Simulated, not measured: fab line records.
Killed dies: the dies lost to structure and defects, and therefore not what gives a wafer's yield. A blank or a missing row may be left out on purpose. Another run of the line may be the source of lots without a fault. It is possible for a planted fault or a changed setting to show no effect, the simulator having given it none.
What tool caused it? || flow nand_harc || 6 lots with 17 wafers sampled at 5 steps, on a route of 1159 steps

WHAT THE GAUGES SHOWED, per wafer
NHARC_END_SORT_01.
{"lot": "L567", "measured": "day 21 23:20", "on": "prober-01", "killed_at_array": "674 674"}

TOOL THAT RAN EACH LOT (tool first, then ch and the chambers of the sampled wafers, then the start)
{"lot": "L560", "NHARC_A_SLIT_ETCH_17": "har_etch-02 ch 0,1, day 14 19:04", "NHARC_A_WL_FILL_ALD_02": "ald_metal-04 ch 1,2,3, day 15 05:30", "NHARC_A_WL_FILL_ETCHBACK_16": "rie_diel-11 ch 0,2, day 15 23:08", "NHARC_A_WL_FILL_ALD_19": "ald_metal-03 ch 0,1, day 16 05:01"}
{"lot": "L562", "NHARC_A_SLIT_ETCH_17": "har_etch-02 ch 0,1, day 15 12:16", "NHARC_A_WL_FILL_ALD_02": "ald_metal-04 ch 0,1,2, day 15 22:21", "NHARC_A_WL_FILL_ETCHBACK_16": "rie_diel-06 ch 0,1,3, day 16 16:14", "NHARC_A_WL_FILL_ALD_19": "ald_metal-04 ch 0,2,3, day 16 21:49"}
{"lot": "L567", "NHARC_A_SLIT_ETCH_17": "har_etch-02 ch 1, day 16 20:04", "NHARC_A_WL_FILL_ALD_02": "ald_metal-02 ch 0,2, day 17 06:44", "NHARC_A_WL_FILL_ETCHBACK_16": "rie_diel-12 ch 0,3, day 18 05:24", "NHARC_A_WL_FILL_ALD_19": "ald_metal-02 ch 0,1, day 18 09:17"}
{"lot": "L570", "NHARC_A_SLIT_ETCH_17": "har_etch-02 ch 0,1, day 17 23:40", "NHARC_A_WL_FILL_ALD_02": "ald_metal-04 ch 0,2,3, day 18 10:28", "NHARC_A_WL_FILL_ETCHBACK_16": "rie_diel-11 ch 0,1,3, day 19 04:50", "NHARC_A_WL_FILL_ALD_19": "ald_metal-02 ch 0,1,2, day 19 11:01"}
{"lot": "L571", "NHARC_A_SLIT_ETCH_17": "har_etch-02 ch 0,1, day 18 01:21", "NHARC_A_WL_FILL_ALD_02": "ald_metal-02 ch 1,3, day 18 10:44", "NHARC_A_WL_FILL_ETCHBACK_16": "rie_diel-11 ch 0,1, day 19 09:19", "NHARC_A_WL_FILL_ALD_19": "ald_metal-02 ch 0,2,3, day 19 15:18"}
{"lot": "L577", "NHARC_A_SLIT_ETCH_17": "har_etch-01 ch 0,1, day 19 12:30", "NHARC_A_WL_FILL_ALD_02": "ald_metal-02 ch 0,1,3, day 19 21:29", "NHARC_A_WL_FILL_ETCHBACK_16": "rie_diel-06 ch 0,1,2, day 20 17:05", "NHARC_A_WL_FILL_ALD_19": "ald_metal-02 ch 0,1,2, day 20 22:36"}
- NHARC_A_SLIT_ETCH_17: etches the open film in C4F8/O2/Ar, time 1687.5 s, target depth 10100 nm.
- NHARC_A_WL_FILL_ALD_02: deposits TiN, target thk 2 nm, pulse time 3 s, ald cycles 100.
- NHARC_A_WL_FILL_ETCHBACK_16: etches the open film in C4F8/O2/Ar, target depth 88 nm, time 17.6 s.
- NHARC_A_WL_FILL_ALD_19: deposits TiN, target thk 2 nm, pulse time 3 s, ald cycles 100.

THE ANSWER, worked out from the rows above alone
Rule: what is usual is taken from the lots themselves. Put in order of their means at a reading, lots are off if they are a third of the lots or fewer, leave a main group of 4 or more, and stand apart from it by a gap of 3 or more times the standard deviation of the main group's means; of several such gaps the widest counts. A main group is skipped when, at the precision printed for the reading in the tables above, its means are all equal. Also off: a lot with no number at a reading for which 4 or more lots have one. All remaining lots with rows at the step are treated as sound.
Nothing can be told from this: no lot is off at any reading shown.

WHAT HAD BEEN PUT IN BY THE SIMULATOR
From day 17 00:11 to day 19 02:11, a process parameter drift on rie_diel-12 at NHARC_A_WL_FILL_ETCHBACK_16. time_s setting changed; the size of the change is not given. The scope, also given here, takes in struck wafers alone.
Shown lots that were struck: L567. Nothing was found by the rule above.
